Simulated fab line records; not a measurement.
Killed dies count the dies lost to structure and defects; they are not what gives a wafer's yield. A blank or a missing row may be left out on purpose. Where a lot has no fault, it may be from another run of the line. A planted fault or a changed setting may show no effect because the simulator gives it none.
Which tool was responsible? | flow nand_harc | Sampling: 15 lots, 43 wafers, 4 of 1302 route steps

WHAT THE GAUGES READ, wafer by wafer
NHARC_A_SOURCE_PLATE_THK_MEAS_09: measures by ellipsometry. Usual: thk_nm reads 9.7 nm (standard deviation 1).
lot  | measured     | on            | thk_nm (nm)    | flag
L819 | day 7 07:22  | film_metro-02 | 9.2 11.5 11.0  |
L821 | day 8 01:38  | film_metro-02 | 8.0 9.9 8.0    |
L822 | day 8 09:08  | film_metro-02 | 11.0 10.1 9.3  |
L823 | day 8 16:42  | film_metro-02 | 10.4 9.2 8.3   |
L824 | day 9 03:13  | film_metro-02 | 9.9 8.3 7.5    |
L820 | day 9 13:57  | film_metro-02 | 9.8 8.8 9.9    |
L825 | day 9 20:35  | film_metro-02 | 9.8 8.0 8.3    |
L826 | day 10 03:28 | film_metro-02 | 10.0 9.5 9.2   |
L833 | day 13 02:30 | film_metro-02 | 11.7 7.8       |
L834 | day 13 15:31 | film_metro-02 | 11.4 10.5 9.2  |
L836 | day 14 01:13 | film_metro-02 | 12.0 8.8       |
L837 | day 14 09:41 | film_metro-02 | 9.7 9.3 9.9    |
L839 | day 15 12:02 | film_metro-01 | 10.8 10.1 10.9 |
L841 | day 16 04:47 | film_metro-02 | 9.7 7.2 11.2   |
L842 | day 16 13:49 | film_metro-01 | 10.0 11.3 9.8  |

NHARC_A_ONON_D1_THK_MEAS_11: measures by ellipsometry. Usual: thk_nm reads 999 nm (standard deviation 9).
lot  | measured     | on            | thk_nm (nm)    | flag
L819 | day 8 00:21  | film_metro-01 | 1005 1007 1007 |
L821 | day 8 16:32  | film_metro-02 | 1008 1009 1008 |
L822 | day 9 00:20  | film_metro-01 | 988 988 989    |
L823 | day 9 07:34  | film_metro-02 | 1006 1006 1007 |
L824 | day 9 21:34  | film_metro-02 | 997 994 994    |
L820 | day 10 07:23 | film_metro-02 | 999 999 1001   |
L825 | day 10 11:44 | film_metro-01 | 988 988 991    |
L826 | day 10 18:51 | film_metro-02 | 1005 1006 1006 |
L833 | day 13 19:40 | film_metro-02 | 1010 893       | OFF
L834 | day 14 07:13 | film_metro-02 | 988 871 872    | OFF
L836 | day 14 16:37 | film_metro-02 | 995 878        | OFF
L837 | day 15 00:55 | film_metro-01 | 993 994 993    |
L839 | day 16 04:29 | film_metro-01 | 1004 1004 1005 |
L841 | day 16 19:45 | film_metro-01 | 1000 998 1000  |
L842 | day 17 04:58 | film_metro-01 | 1007 1009 1007 |

EACH LOT AND THE TOOL THAT RAN IT (in order: tool; ch and the chambers of the sampled wafers; start)
lot  | NHARC_P_BONDPAD_DEGAS_25     | NHARC_A_ONON_D1_DEP_09
L819 | pvd_sputter-03, day 6 19:41  | pecvd_onon-03 ch 0, day 7 23:53
L821 | pvd_sputter-03, day 7 12:22  | pecvd_onon-02 ch 0, day 8 16:02
L822 | pvd_sputter-03, day 7 21:56  | pecvd_onon-01 ch 0, day 8 23:49
L823 | pvd_sputter-01, day 8 05:01  | pecvd_onon-03 ch 0, day 9 07:07
L824 | pvd_sputter-03, day 8 15:28  | pecvd_onon-02 ch 0, day 9 21:10
L820 | pvd_sputter-02, day 9 02:53  | pecvd_onon-03 ch 0, day 10 06:53
L825 | pvd_sputter-02, day 9 06:23  | pecvd_onon-01 ch 0, day 10 11:13
L826 | pvd_sputter-03, day 9 13:14  | pecvd_onon-01 ch 0, day 10 18:24
L833 | pvd_sputter-01, day 12 14:25 | pecvd_onon-01 ch 0, day 13 19:08
L834 | pvd_sputter-02, day 13 04:26 | pecvd_onon-01 ch 0, day 14 06:42
L836 | pvd_sputter-01, day 13 13:29 | pecvd_onon-01 ch 0, day 14 16:10
L837 | pvd_sputter-03, day 13 22:02 | pecvd_onon-02 ch 0, day 15 00:28
L839 | pvd_sputter-02, day 15 00:16 | pecvd_onon-02 ch 0, day 16 03:59
L841 | pvd_sputter-01, day 15 17:13 | pecvd_onon-03 ch 0, day 16 19:14
L842 | pvd_sputter-03, day 16 02:37 | pecvd_onon-03 ch 0, day 17 04:28
- NHARC_P_BONDPAD_DEGAS_25: time 60 s.
- NHARC_A_ONON_D1_DEP_09: target thk 1000 nm.

AS READ BY THE TOOLS THEMSELVES (means over the sampled wafers that have a number; for cases with no such wafer, the mark the record gives instead)
NHARC_P_BONDPAD_DEGAS_25. Usual: heater_power_w reads 458 W (standard deviation 62).
lot  | tool           | heater_power_w (W) | flag
L819 | pvd_sputter-03 | 450                |
L821 | pvd_sputter-03 | 433                |
L822 | pvd_sputter-03 | 468                |
L823 | pvd_sputter-01 | 475                |
L824 | pvd_sputter-03 | 450                |
L820 | pvd_sputter-02 | 437                |
L825 | pvd_sputter-02 | 440                |
L826 | pvd_sputter-03 | 497                |
L833 | pvd_sputter-01 | 436                |
L834 | pvd_sputter-02 | 427                |
L836 | pvd_sputter-01 | 502                |
L837 | pvd_sputter-03 | 469                |
L839 | pvd_sputter-02 | 452                |
L841 | pvd_sputter-01 | 477                |
L842 | pvd_sputter-03 | 440                |

THE ANSWER, worked out from the rows above alone
Rule: a lot counts as off when the mean over its wafers that have a number is more than 3 standard deviations away from the usual mean. A lot without any number at a reading at which 4 lots or more have one is off too. All remaining lots with rows at the step are treated as sound. After the gauges, taken in route order, come the tools' own readings; for these a lot's mean is taken, as printed above. The first step at which some lot is off is used, and at that step the reading that is off furthest; a lot without a number counts as furthest.
Off: L833, L834, L836 (NHARC_A_ONON_D1_THK_MEAS_11, thk_nm).
If a tool, at a process step before that reading, ran all the lots that are off and no sound lot after the first of them, it fits. Gauges at NHARC_A_ONON_D1_THK_MEAS_11: tried the same way as those tools. Can't be told from this: 2 tools fit, pecvd_onon-01 at NHARC_A_ONON_D1_DEP_09, film_metro-02 at NHARC_A_ONON_D1_THK_MEAS_11.

WHAT THE SIMULATOR PUT IN
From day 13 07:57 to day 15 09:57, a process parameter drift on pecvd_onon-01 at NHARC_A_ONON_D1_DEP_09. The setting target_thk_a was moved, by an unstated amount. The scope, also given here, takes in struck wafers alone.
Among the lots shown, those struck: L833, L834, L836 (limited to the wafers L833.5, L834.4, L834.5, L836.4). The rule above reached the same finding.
